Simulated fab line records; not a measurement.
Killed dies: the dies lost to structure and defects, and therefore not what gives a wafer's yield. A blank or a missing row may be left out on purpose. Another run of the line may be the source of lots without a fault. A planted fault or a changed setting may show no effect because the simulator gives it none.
Matching of chambers || flow n5Finfet || N5_FIN_SAQP_SPACER1_ETCHBACK_25 on rieDiel-06 has 4 sister chambers
The step etches SiO2 in CHF3/O2, target depth 24.4 nm, time 12.2 s. 8 wafers are shown with their chamber, then 8 later ones without.

## EACH WAFER AND ITS CHAMBER
{"wafer": "L077.1", "chamber": 1, "drypumpMotorCurrentA (A)": 6.5, "showerheadPlenumPTorr (Torr)": 2.47}
{"wafer": "L077.2", "chamber": 2, "drypumpMotorCurrentA (A)": 5.7, "showerheadPlenumPTorr (Torr)": 2.37}
{"wafer": "L077.3", "chamber": 0, "drypumpMotorCurrentA (A)": 6.2, "showerheadPlenumPTorr (Torr)": 2.37}
{"wafer": "L081.3", "chamber": 2, "drypumpMotorCurrentA (A)": 5.7, "showerheadPlenumPTorr (Torr)": 2.37}
{"wafer": "L081.4", "chamber": 0, "drypumpMotorCurrentA (A)": 6.2, "showerheadPlenumPTorr (Torr)": 2.37}
{"wafer": "L082.4", "chamber": 3, "drypumpMotorCurrentA (A)": 5.3, "showerheadPlenumPTorr (Torr)": 2.41}
{"wafer": "L082.6", "chamber": 1, "drypumpMotorCurrentA (A)": 6.5, "showerheadPlenumPTorr (Torr)": 2.47}
{"wafer": "L087.1", "chamber": 3, "drypumpMotorCurrentA (A)": 5.4, "showerheadPlenumPTorr (Torr)": 2.40}

## WAFERS WITH NO CHAMBER GIVEN
{"wafer": "L087.2", "drypumpMotorCurrentA (A)": 5.7, "showerheadPlenumPTorr (Torr)": 2.37}
{"wafer": "L087.5", "drypumpMotorCurrentA (A)": 5.4, "showerheadPlenumPTorr (Torr)": 2.40}
{"wafer": "L093.2", "drypumpMotorCurrentA (A)": 6.5, "showerheadPlenumPTorr (Torr)": 2.46}
{"wafer": "L093.5", "drypumpMotorCurrentA (A)": 6.5, "showerheadPlenumPTorr (Torr)": 2.46}
{"wafer": "L093.6", "drypumpMotorCurrentA (A)": 6.2, "showerheadPlenumPTorr (Torr)": 2.36}
{"wafer": "L095.3", "drypumpMotorCurrentA (A)": 6.5, "showerheadPlenumPTorr (Torr)": 2.46}
{"wafer": "L095.5", "drypumpMotorCurrentA (A)": 5.4, "showerheadPlenumPTorr (Torr)": 2.39}
{"wafer": "L095.6", "drypumpMotorCurrentA (A)": 5.7, "showerheadPlenumPTorr (Torr)": 2.36}

## WHICH CHAMBER EACH ONE RAN IN
{"wafer": "L087.2", "from the rows above": 2, "in truth": 2}
{"wafer": "L087.5", "from the rows above": 3, "in truth": 3}
{"wafer": "L093.2", "from the rows above": 1, "in truth": 1}
{"wafer": "L093.5", "from the rows above": 1, "in truth": 1}
{"wafer": "L093.6", "from the rows above": 0, "in truth": 0}
{"wafer": "L095.3", "from the rows above": 1, "in truth": 1}
{"wafer": "L095.5", "from the rows above": 3, "in truth": 3}
{"wafer": "L095.6", "from the rows above": 2, "in truth": 2}
Correct placement for 8 of the 8. Not placeable from these rows: 0. Wrongly placed: 0.
How it was worked out, from the rows above alone: a wafer's distance from a chamber is the root of the sum, over the readings, of the square of ((its reading less the chamber's mean) divided by the reading's scatter). The wafer belongs to the nearest chamber; if the next one is less than 2 further off, it can't be placed. The mean given for a chamber averages the wafers shown for that chamber. The scatter: the root of (the sum of the squares of (reading less its chamber's mean) over the shown wafers, divided by (wafers less chambers)).
